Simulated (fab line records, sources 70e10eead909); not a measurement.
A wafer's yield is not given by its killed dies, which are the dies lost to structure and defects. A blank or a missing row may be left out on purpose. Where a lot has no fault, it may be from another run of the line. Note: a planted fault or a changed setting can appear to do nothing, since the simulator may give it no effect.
Comparing a struck lot with a sound one :: flow nand_harc :: 13 out of 1159 route steps
Sound: these wafers, L142.3, L142.4, L142.6. Struck: wafers L135.1, L135.5, L135.6. The cause is given at the end.
For every step that has rows: the tool of each side, followed by ch and its chambers, followed by its first start. Under that, the readings that differ: sound wafers :: struck wafers :: difference of the means :: sigmas: that difference in standard deviations of wafers without a fault.
alike: words and numbers the same on both sides, and readings whose means are apart by under 2 such deviations; not compared: readings that were withheld, readings missing a value for some wafer, numbers with overlapping values and no deviation given by the record, and bounds like >300 which may hide the same value.
Wherever a step has rows on one side only, a row that says differs or no value, or a row with sigmas, the two part there. Numbers that have no deviation but don't overlap get no sigmas and don't part them. A reading that every wafer of one side lacks parts them only if that side has two wafers or more.

first, 1 step without rows for these wafers: NHARC_THIN_TSV_SRD_23.
NHARC_THIN_TSV_DEGAS_53: time 60 s.
  sound on pvd_sputter-01, day 23 08:44; struck on pvd_sputter-02, day 21 23:01
  alike: heater_power_w, susceptor_temp_C
NHARC_THIN_TSV_PRE_CLEAN_54: time 30 s.
  sound on pvd_sputter-01, day 23 08:49; struck on pvd_sputter-02, day 21 23:05
reading: susceptor_temp_C (C)
sound: 280.22 279.90 279.91
struck: - - -
difference: no value on the struck wafers
sigmas: 
  alike: heater_power_w
then, 8 steps without rows for these wafers: NHARC_THIN_TSV_PVD_55 (deposits TiN, target thk 50 nm); NHARC_THIN_TSV_PVD_24 (deposits Al, target thk 800 nm); NHARC_THIN_TSV_DEHYDRATE_25 (time 120 s); NHARC_THIN_TSV_HMDS_26 (time 30 s); NHARC_THIN_TSV_COAT_27; NHARC_THIN_TSV_SOFTBAKE_28 (time 95 s); NHARC_THIN_TSV_EBR_29; NHARC_THIN_TSV_EXPOSE_30 (exposes mask PAD).
NHARC_THIN_TSV_PEB_31: peb time 85 s.
  struck on litho_track-03, day 22 00:03; sound on litho_track-02 ch 0, day 23 09:40
  no value came back on the struck wafers for chill_plate_temp_C (C), exhaust_pa (Pa), heater_power_total_W (W); on the sound wafers chill_plate_temp_C (C) reads 22.94 22.96 22.90
then, 1 step without rows for these wafers: NHARC_THIN_TSV_DEVELOP_32 (time 70 s).

WHERE THEY PART
Earliest at NHARC_THIN_TSV_PRE_CLEAN_54; latest, in this record, at NHARC_THIN_TSV_PEB_31.

WHY: what had been put in by the simulator
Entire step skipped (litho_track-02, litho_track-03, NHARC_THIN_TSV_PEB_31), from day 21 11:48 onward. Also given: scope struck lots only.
